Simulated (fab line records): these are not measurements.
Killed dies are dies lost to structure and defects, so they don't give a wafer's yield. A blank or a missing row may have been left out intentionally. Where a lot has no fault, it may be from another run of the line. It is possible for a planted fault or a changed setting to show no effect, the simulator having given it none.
Matching of chambers || flow nand_harc || NHARC_P_M2_STRIP_18 on rie_diel-11: 4 sister chambers
The step strips in N2/H2. 8 wafers are shown with their chamber, then 12 later ones without.

== EACH WAFER AND ITS CHAMBER ==
{"wafer": "L082.3", "chamber": 1, "oes_product_au (a.u.)": 1.015, "rf_vpp_V (V)": 90.6}
{"wafer": "L084.2", "chamber": 2, "oes_product_au (a.u.)": 1.016, "rf_vpp_V (V)": 90.9}
{"wafer": "L084.5", "chamber": 2, "oes_product_au (a.u.)": 1.021, "rf_vpp_V (V)": 88.0}
{"wafer": "L085.4", "chamber": 0, "oes_product_au (a.u.)": 1.009, "rf_vpp_V (V)": 89.7}
{"wafer": "L085.6", "chamber": 3, "oes_product_au (a.u.)": 0.991, "rf_vpp_V (V)": 91.1}
{"wafer": "L086.1", "chamber": 1, "oes_product_au (a.u.)": 1.015, "rf_vpp_V (V)": 91.5}
{"wafer": "L086.5", "chamber": 3, "oes_product_au (a.u.)": 0.987, "rf_vpp_V (V)": 91.7}
{"wafer": "L086.6", "chamber": 0, "oes_product_au (a.u.)": 1.005, "rf_vpp_V (V)": 90.4}

== WAFERS WITH NO CHAMBER GIVEN ==
{"wafer": "L087.1", "oes_product_au (a.u.)": 0.997, "rf_vpp_V (V)": 91.8}
{"wafer": "L087.3", "oes_product_au (a.u.)": 1.013, "rf_vpp_V (V)": 92.3}
{"wafer": "L087.4", "oes_product_au (a.u.)": 1.014, "rf_vpp_V (V)": 91.0}
{"wafer": "L091.1", "oes_product_au (a.u.)": 1.005, "rf_vpp_V (V)": 89.5}
{"wafer": "L091.3", "oes_product_au (a.u.)": 0.998, "rf_vpp_V (V)": 90.6}
{"wafer": "L091.4", "oes_product_au (a.u.)": 1.005, "rf_vpp_V (V)": 90.4}
{"wafer": "L092.4", "oes_product_au (a.u.)": 1.004, "rf_vpp_V (V)": 90.4}
{"wafer": "L092.5", "oes_product_au (a.u.)": 0.988, "rf_vpp_V (V)": 92.1}
{"wafer": "L092.6", "oes_product_au (a.u.)": 1.008, "rf_vpp_V (V)": 89.7}
{"wafer": "L097.1", "oes_product_au (a.u.)": 0.998, "rf_vpp_V (V)": 89.8}
{"wafer": "L097.2", "oes_product_au (a.u.)": 0.996, "rf_vpp_V (V)": 90.6}
{"wafer": "L097.4", "oes_product_au (a.u.)": 1.011, "rf_vpp_V (V)": 90.5}

== EACH ONE'S CHAMBER ==
{"wafer": "L087.1", "from the rows above": "can't be placed: 3 or 0", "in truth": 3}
{"wafer": "L087.3", "from the rows above": "can't be placed: 1 or 0 or 2", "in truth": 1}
{"wafer": "L087.4", "from the rows above": "can't be placed: 1 or 2", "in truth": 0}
{"wafer": "L091.1", "from the rows above": 0, "in truth": 0}
{"wafer": "L091.3", "from the rows above": "can't be placed: 0 or 3", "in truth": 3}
{"wafer": "L091.4", "from the rows above": 0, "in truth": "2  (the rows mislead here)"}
{"wafer": "L092.4", "from the rows above": 0, "in truth": 0}
{"wafer": "L092.5", "from the rows above": 3, "in truth": 3}
{"wafer": "L092.6", "from the rows above": 0, "in truth": 0}
{"wafer": "L097.1", "from the rows above": "can't be placed: 0 or 3", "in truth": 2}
{"wafer": "L097.2", "from the rows above": "can't be placed: 3 or 0", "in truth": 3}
{"wafer": "L097.4", "from the rows above": "can't be placed: 0 or 1 or 2", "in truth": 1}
Placed correctly: 4 of 12. Not placeable from these rows: 7 (in 5, the candidates include the true chamber). Wrongly placed: 1.
How it was worked out, from the rows above alone: a wafer's distance from a chamber is the root of the sum, over the readings, of the square of ((its reading less the chamber's mean) divided by the reading's scatter). The wafer belongs to the nearest chamber; if the next one is less than 2 further off, it can't be placed. A chamber's mean is the mean of its shown wafers. The scatter is the square root of a quotient: the sum, over the shown wafers, of each reading's squared deviation from its chamber's mean, divided by wafers minus chambers.
